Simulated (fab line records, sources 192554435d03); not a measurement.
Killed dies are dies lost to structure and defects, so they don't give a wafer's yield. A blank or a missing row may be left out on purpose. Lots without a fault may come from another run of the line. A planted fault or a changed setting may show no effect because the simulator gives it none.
A struck lot beside a sound one | flow n5_finfet | 16 steps out of a route of 1938
Sound: wafers L607.1, L607.3, L607.4. Struck: wafers L611.1, L611.3, L611.5. The cause comes at the end.
At each step with rows: each side's tool, then ch and its chambers, then its first start. Under that, the readings that differ: sound wafers | struck wafers | difference of the means | sigmas: that difference in standard deviations of wafers without a fault.
alike: readings whose means differ by less than 2 such deviations, and words and numbers that are the same on both sides. not compared: withheld readings, readings that some wafer has no value for, bounds like >300 that may hide the same value, and numbers for which the record gives no deviation and whose values overlap.
The two part at a step that has a row with sigmas, a row that says differs or no value, or rows on one side only. Numbers that don't overlap but have no deviation are shown without sigmas and don't part them. A reading that every wafer of one side lacks parts them only if that side has two wafers or more.

first, 1 step without rows for these wafers: N5_BEOL_M0_SAQP_SPACER1_ALD_98 (deposits SiO2, target thk 12.8 nm, pulse time 1 s, purge time 2 s).
N5_BEOL_M0_SAQP_SPACER1_ETCHBACK_99: etches SiO2 in CHF3/O2, target depth 15.4 nm, time 7.7 s.
  sound on rie_diel-02 ch 0,1,3, day 5 22:21; struck on rie_diel-05 ch 0,1, day 6 20:11
  alike: chamber_pressure_mTorr, drypump_motor_current_A, oes_product_au, rf_vpp_V, showerhead_plenum_p_Torr, throttle_valve_pct
  not compared: rf_hours_counter_h
N5_BEOL_M0_SAQP_MANDREL1_REMOVE_100: chemistry HBr/Cl2/O2, target a-Si, stops on SiNx, bt time 10 s.
  sound on rie_si-06 ch 1,2,3, day 5 22:26; struck on rie_si-03 ch 0,1,2, day 6 20:16
  reading                      | sound       | struck      | difference | sigmas
  he_backside_leak_sccm (sccm) | 5.9 2.8 2.5 | 2.7 3.3 2.9 | -0.8       | -2
  alike: HBr_flow_sccm, chamber_pressure_mTorr, drypump_motor_current_A, oes_product_au, throttle_valve_pct
  not compared: rf_hours_counter_h
N5_BEOL_M0_SAQP_CD_MEAS_25: target cd 13.1 nm.
  sound on cd_sem-02 ch 0, day 5 22:32; struck on cd_sem-02 ch 0, day 6 20:23
  alike: cd_nm
then, 1 step without rows for these wafers: N5_BEOL_M0_SAQP_ETCH_101 (etches SiNx in CH3F/O2, target depth 29.9 nm, time 42.7 s).
N5_BEOL_M0_SAQP_ETCH_102: etches SiO2 in CF4, target depth 4 nm, time 4.4 s.
  sound on rie_si-01 ch 0,1,2, day 5 22:41; struck on rie_si-06 ch 0,1,3, day 6 20:32
  reading               | sound             | struck            | difference | sigmas
  oes_product_au (a.u.) | 0.993 0.977 0.949 | 1.048 1.024 1.022 | +0.058     | +2
  alike: chamber_pressure_mTorr, drypump_motor_current_A, he_backside_leak_sccm, throttle_valve_pct
  not compared: rf_hours_counter_h
then, 3 steps without rows for these wafers: N5_BEOL_M0_SAQP_MANDREL_ETCH_103 (etches a-Si in HBr/Cl2, stops on SiCN, target depth 45 nm, bt time 10 s, time 27 s); N5_BEOL_M0_SAQP_RECESS_104 (chemistry HF/NH3, target SiO2, target depth 18 nm, afs cycles 3, sublimation time 60 s); N5_BEOL_M0_SAQP_COAT_105 (time 60 s, resist thk 100 nm).
N5_BEOL_M0_SAQP_ETCH_106: etches SOC in N2/H2, stops on SiNx, target depth 150 nm.
  sound on rie_diel-02 ch 1,2,3, day 5 23:15; struck on rie_diel-02 ch 0,2,3, day 6 21:05
  alike: chamber_pressure_mTorr, drypump_motor_current_A, oes_product_au, rf_vpp_V, showerhead_plenum_p_Torr, throttle_valve_pct
  not compared: rf_hours_counter_h
then, 2 steps without rows for these wafers: N5_BEOL_M0_SAQP_ETCH_107 (etches SiNx in CH3F/O2, target depth 30 nm); N5_BEOL_M0_SAQP_STRIP_108 (strips in N2/H2).
N5_BEOL_M0_SAQP_RECESS_109: chemistry HF/NH3, target SiO2, target depth 3 nm, afs cycles 1, sublimation time 60 s.
  sound on vapor_etch-02 ch 0,1, day 5 23:25; struck on vapor_etch-01 ch 0,1, day 6 21:15
  no value came back on the struck wafers for afs_cycles, drypump_motor_current_A (A); on the sound wafers afs_cycles reads 1 1 1
N5_BEOL_M0_SAQP_SPACER2_ALD_26: deposits SiO2, target thk 15 nm, pulse time 1 s, purge time 2 s.
  sound on ald_sin-01 ch 1,2,3, day 5 23:47; struck on ald_sin-04 ch 0,1, day 6 22:32
  alike: heater_power_w, precursor_pulse_height_rel
-- the record jumps here: 3 days lie between the struck wafers' starts before and after (it left off in module BEOL_M0_SAQP and takes up again in module BEOL_M4, whose first step shown is number 1111 of the route) --
N5_BEOL_M4_RC_MEAS_101:
  sound on prober-01 ch 0, day 8 23:37; struck on prober-02 ch 0, day 9 17:02
  alike: DIBL_N, DIBL_P, IOFF_N, IOFF_P, ION_N, ION_P, SS_N, SS_P, VT_N, VT_P
then, 1 step without rows for these wafers: N5_PASSIVATION_PROBE_49.

WHERE THEY PART
First at N5_BEOL_M0_SAQP_MANDREL1_REMOVE_100; last, within this record, at N5_BEOL_M0_SAQP_RECESS_109. Later steps at which nothing parts them and some readings are alike: N5_BEOL_M0_SAQP_SPACER2_ALD_26, N5_BEOL_M4_RC_MEAS_101.

WHY: what the simulator had put in
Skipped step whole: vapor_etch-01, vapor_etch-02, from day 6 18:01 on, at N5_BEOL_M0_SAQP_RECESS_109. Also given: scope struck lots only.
